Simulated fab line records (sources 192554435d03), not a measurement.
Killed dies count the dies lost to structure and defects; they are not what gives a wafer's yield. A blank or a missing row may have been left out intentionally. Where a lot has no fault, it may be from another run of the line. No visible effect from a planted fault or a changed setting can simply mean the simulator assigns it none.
What tool caused it?	flow n5Finfet	11 lots, 29 wafers sampled, at 5 steps of a route of 1938

WHAT THE GAUGES READ, wafer by wafer
N5_BEOL_M0_SAQP_CD_MEAS_14: target cd 42.5 nm. Usual: 42.4 nm for cdNm, sd 0.41.
lot	measured	on	cdNm (nm)	flag
L877	day 5 10:14	cdSem-02	42.3 41.7 42.4	
L878	day 5 19:53	cdSem-03	42.3 42.7 41.7	
L879	day 6 00:32	cdSem-01	42.9 42.5 43.0	
L881	day 6 11:33	cdSem-02	42.5 43.1 42.4	
L884	day 7 07:29	cdSem-01	42.8 42.6 42.4	
L886	day 7 22:58	cdSem-03	42.2 42.9	
L887	day 8 01:43	cdSem-02	42.5 42.6 42.0	
L888	day 8 06:46	cdSem-01	42.9 42.2	
L894	day 10 03:55	cdSem-03	43.0 42.4	
L898	day 10 18:22	cdSem-03	42.8 43.2 42.8	
L900	day 11 07:58	cdSem-02	42.2 42.0	

N5_BEOL_M0_SAQP_INSPECT_16: inspects for defects (brightfield). Usual: 521 for rawDefectCount, sd 140.
lot	measured	on	rawDefectCount	flag
L877	day 5 10:17	defectInspect-02	353 580 495	
L878	day 5 19:56	defectInspect-02	551 1002 474	
L879	day 6 00:35	defectInspect-02	788 586 603	
L881	day 6 11:36	defectInspect-01	470 405 394	
L884	day 7 07:32	defectInspect-02	681 693 420	
L886	day 7 23:01	defectInspect-02	448 406	
L887	day 8 01:46	defectInspect-01	530 649 324	
L888	day 8 06:49	defectInspect-02	771 777	
L894	day 10 03:59	defectInspect-02	525 518	
L898	day 10 18:26	defectInspect-01	570 548 610	
L900	day 11 08:01	defectInspect-01	414 273	

N5_BEOL_M4_RC_MEAS_101. Usual: DIBL_N 37.1 mV/V, standard deviation 2.4; DIBL_P 37 mV/V, standard deviation 3; IOFF_N 0.18 nA/um, standard deviation 0.053; IOFF_P 0.21 nA/um, standard deviation 0.05; ION_N 674 uA/um, standard deviation 14; ION_P 459 uA/um, standard deviation 9.2; SS_N 72.1 mV/dec, standard deviation 0.9; SS_P 73.4 mV/dec, standard deviation 0.89; VT_N 250 mV, standard deviation 3.8; VT_P -251 mV, standard deviation 3.7.
lot	measured	on	DIBL_N (mV/V)	DIBL_P (mV/V)	IOFF_N (nA/um)	IOFF_P (nA/um)	ION_N (uA/um)	ION_P (uA/um)	SS_N (mV/dec)	SS_P (mV/dec)	VT_N (mV)	VT_P (mV)	flag
L877	day 8 11:45	prober-02	39.7 38.3 39.1	42 39 41	0.23 0.19 0.21	0.30 0.22 0.27	684 667 673	470 455 467	72.4 71.9 72.2	74.6 73.9 74.2	245 249 245	-248 -253 -248	
L878	day 8 14:59	prober-01	39.5 36.7 34.4	40 37 33	0.21 0.15 0.13	0.29 0.22 0.17	680 671 654	466 461 450	72.7 71.6 71.9	74.0 73.3 71.9	248 251 255	-246 -251 -253	
L879	day 9 08:23	prober-02	35.7 37.7 34.8	35 36 34	0.16 0.19 0.14	0.22 0.22 0.18	671 677 656	464 461 455	71.8 72.6 71.9	72.9 73.0 72.3	249 251 253	-249 -249 -249	
L881	day 9 08:38	prober-01	35.0 34.1 36.0	34 32 35	0.13 0.12 0.14	0.16 0.14 0.17	664 652 664	455 445 453	71.5 71.4 71.1	73.0 72.2 72.8	253 256 255	-251 -257 -255	
L884	day 9 21:47	prober-02	36.1 33.4 36.5	34 31 36	0.14 0.11 0.15	0.20 0.16 0.22	674 656 677	464 453 474	72.4 71.2 72.2	72.6 71.6 73.4	252 256 253	-250 -252 -250	
L886	day 10 14:05	prober-01	39.7 34.1	37 32	0.20 0.10	0.19 0.13	670 651	449 446	73.0 71.8	74.5 72.7	251 259	-256 -258	
L887	day 10 18:53	prober-02	37.4 37.3 38.5	35 39 39	0.20 0.17 0.20	0.18 0.22 0.22	679 670 672	453 455 449	72.4 71.4 73.4	73.6 74.0 74.6	248 251 250	-253 -252 -251	
L888	day 10 18:41	prober-01	35.6 37.2	36 38	0.17 0.22	0.20 0.23	678 698	462 465	72.4 71.5	73.2 74.4	250 244	-251 -250	
L894	day 12 18:37	prober-02	32.8 36.2	32 36	0.11 0.17	0.16 0.23	661 673	456 466	70.1 71.6	71.6 73.3	256 248	-254 -248	
L898	day 13 21:18	prober-02	32.5 36.1 37.3	33 37 39	0.12 0.17 0.21	0.14 0.18 0.22	665 690 697	453 459 464	71.2 71.7 72.5	72.1 72.8 74.6	252 249 244	-255 -255 -252	
L900	day 14 00:36	prober-01	37.6 37.8	38 39	0.16 0.19	0.19 0.22	662 681	448 460	71.7 71.8	73.5 73.7	254 249	-253 -252	

WHICH TOOL RAN EACH LOT (tool, then ch and the chambers of the sampled wafers, then the start)
lot	N5_BEOL_M0_SAQP_ETCH_101	N5_BEOL_M0_SAQP_RECESS_109
L877	rieDiel-03 ch 0,2,3, day 5 12:16	vaporEtch-01 ch 0,1, day 5 13:05
L878	rieDiel-01 ch 1,2,3, day 5 21:42	vaporEtch-01 ch 0,1, day 5 22:41
L879	rieDiel-01 ch 0,1,3, day 6 02:13	vaporEtch-01 ch 0,1, day 6 03:03
L881	rieDiel-03 ch 0,3, day 6 13:26	vaporEtch-01 ch 0,1, day 6 14:16
L884	rieDiel-03 ch 0,1,3, day 7 09:11	vaporEtch-01 ch 0,1, day 7 10:01
L886	rieDiel-03 ch 0,2, day 8 00:56	vaporEtch-02 ch 0,1, day 8 01:58
L887	rieDiel-04 ch 0,1,3, day 8 03:28	vaporEtch-02 ch 0,1, day 8 04:23
L888	rieDiel-01 ch 0,2, day 8 08:27	vaporEtch-01 ch 0, day 8 09:19
L894	rieDiel-01 ch 1,3, day 10 05:42	vaporEtch-02 ch 0,1, day 10 06:32
L898	rieDiel-01 ch 1,2,3, day 10 20:09	vaporEtch-02 ch 0,1, day 10 21:28
L900	rieDiel-01 ch 0,3, day 11 09:40	vaporEtch-01 ch 1, day 11 10:29
- N5_BEOL_M0_SAQP_ETCH_101: etches SiNx in CH3F/O2, target depth 29.9 nm, time 42.7 s.
- N5_BEOL_M0_SAQP_RECESS_109: chemistry HF/NH3, target SiO2, target depth 3 nm, afs cycles 1, sublimation time 60 s.

AS READ BY THE TOOLS THEMSELVES (means over the sampled wafers that have a number; for cases with no such wafer, the mark the record gives instead)
N5_BEOL_M0_SAQP_ETCH_101. Usual: drypumpMotorCurrentA 5.7 A, standard deviation 0.3; oesProductAu 0.79 a.u., standard deviation 0.058; rfVppV 301 V, standard deviation 8; showerheadPlenumPTorr 2.02 Torr, standard deviation 0.074; throttleValvePct 16.43 %, standard deviation 0.21.
lot	tool	drypumpMotorCurrentA (A)	oesProductAu (a.u.)	rfVppV (V)	showerheadPlenumPTorr (Torr)	throttleValvePct (%)	flag
L877	rieDiel-03	5.7	0.80	303	2.08	16.60	
L878	rieDiel-01	6.0	0.76	297	1.98	16.49	
L879	rieDiel-01	5.8	0.80	302	1.97	16.36	
L881	rieDiel-03	5.8	0.84	304	2.08	16.51	
L884	rieDiel-03	5.6	0.80	301	2.05	16.47	
L886	rieDiel-03	5.7	0.82	310	2.12	16.64	
L887	rieDiel-04	5.5	0.83	298	1.98	16.14	
L888	rieDiel-01	6.0	0.79	305	2.06	16.28	
L894	rieDiel-01	5.8	0.86	296	1.92	16.59	
L898	rieDiel-01	6.0	0.82	298	1.97	16.57	
L900	rieDiel-01	5.7	0.90	302	1.98	16.36	

N5_BEOL_M0_SAQP_RECESS_109. Usual: 5.8 A for drypumpMotorCurrentA, sd 0.74.
lot	tool	drypumpMotorCurrentA (A)	flag
L877	vaporEtch-01	5.8	
L878	vaporEtch-01	5.4	
L879	vaporEtch-01	5.4	
L881	vaporEtch-01	5.4	
L884	vaporEtch-01	5.8	
L886	vaporEtch-02	6.0	
L887	vaporEtch-02	5.8	
L888	vaporEtch-01	6.3	
L894	vaporEtch-02	6.0	
L898	vaporEtch-02	6.3	
L900	vaporEtch-01	4.9	

THE ANSWER, worked out from the rows above alone
Rule: take the mean of a lot's wafers that have a number; if it is more than 3 standard deviations from the usual mean, the lot is off. Also off: a lot with no number at a reading for which 4 or more lots have one. Any other lot the step has rows for is counted as sound. The gauges are gone through in route order, then the tools' own readings, and for those a lot's mean is taken as printed above. The first step at which some lot is off is used, and at that step the reading that is off furthest; a lot without a number counts as furthest.
None of the lots is off at any reading shown; this tells nothing.

WHAT THE SIMULATOR PUT IN
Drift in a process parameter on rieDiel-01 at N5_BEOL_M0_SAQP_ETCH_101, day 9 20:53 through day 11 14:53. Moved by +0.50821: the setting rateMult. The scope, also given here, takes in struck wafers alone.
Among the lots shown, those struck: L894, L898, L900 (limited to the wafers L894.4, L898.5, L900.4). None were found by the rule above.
